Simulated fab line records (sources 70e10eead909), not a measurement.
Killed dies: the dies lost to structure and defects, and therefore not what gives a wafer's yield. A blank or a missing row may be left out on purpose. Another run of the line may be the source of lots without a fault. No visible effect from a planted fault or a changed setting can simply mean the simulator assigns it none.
Chamber matching    flow nand_harc    4 sister chambers for NHARC_A_ZERO_WELL_DESCUM_12 on rie_diel-10
The step chemistry O2, time 3 s. 16 wafers are shown with their chamber, then 8 later ones without.

## WAFERS, EACH WITH ITS CHAMBER
wafer   chamber  drypump_motor_current_A (A)  chamber_pressure_mTorr (mTorr)  oes_product_au (a.u.)
L180.2  1        6.4                          59.98                           1.008
L180.3  2        5.0                          60.06                           1.001
L180.6  1        6.4                          60.01                           0.992
L183.2  3        5.8                          60.01                           1.001
L183.4  0        5.6                          59.96                           0.998
L183.5  1        6.4                          59.97                           1.002
L186.1  3        5.8                          60.03                           0.992
L186.2  1        6.4                          59.98                           1.008
L186.4  0        5.6                          60.02                           1.004
L187.2  1        6.4                          59.95                           1.001
L187.3  3        5.8                          60.01                           0.993
L187.5  2        4.9                          60.09                           1.007
L192.2  3        5.8                          60.03                           1.004
L192.5  0        5.5                          60.00                           1.002
L192.6  3        5.7                          59.95                           1.001
L194.1  2        5.0                          60.03                           1.007

SIGNATURES, as means of the wafers listed above
reading                  chamber 0  chamber 1  chamber 2  chamber 3  scatter within a chamber
drypump_motor_current_A  5.567      6.400      4.967      5.780      0.0422
chamber_pressure_mTorr   59.9933    59.9780    60.0600    60.0060    0.0287
oes_product_au           1.00133    1.00220    1.00500    0.99820    0.00525
Rule: a wafer's distance from a chamber is the root of the sum, over the readings, of the square of ((its reading less the chamber's mean) divided by the reading's scatter). If the next closest chamber is less than 2 further off than the closest, the wafer can't be placed; otherwise it belongs to the closest. How the scatter is found: for the shown wafers, subtract from each reading the mean of its chamber, square and add these, divide the total by (wafers less chambers), then take the root.

## WAFERS WITH NO CHAMBER GIVEN
wafer   drypump_motor_current_A (A)  chamber_pressure_mTorr (mTorr)  oes_product_au (a.u.)
L194.4  5.5                          60.03                           1.003
L194.6  5.8                          59.97                           1.001
L196.3  5.6                          59.97                           0.999
L196.4  5.0                          59.99                           0.993
L196.6  6.4                          59.97                           1.008
L202.2  5.6                          59.98                           1.009
L202.3  5.0                          60.02                           1.001
L202.4  6.4                          60.07                           1.013

## CHAMBER TAKEN BY EACH
wafer   from the rows above  in truth
L194.4  0                    0
L194.6  3                    3
L196.3  0                    0
L196.4  2                    2
L196.6  1                    1
L202.2  0                    0
L202.3  2                    2
L202.4  1                    1
Correctly placed: 8 of 8. From these rows, 0 cannot be placed. Wrongly placed: 0.
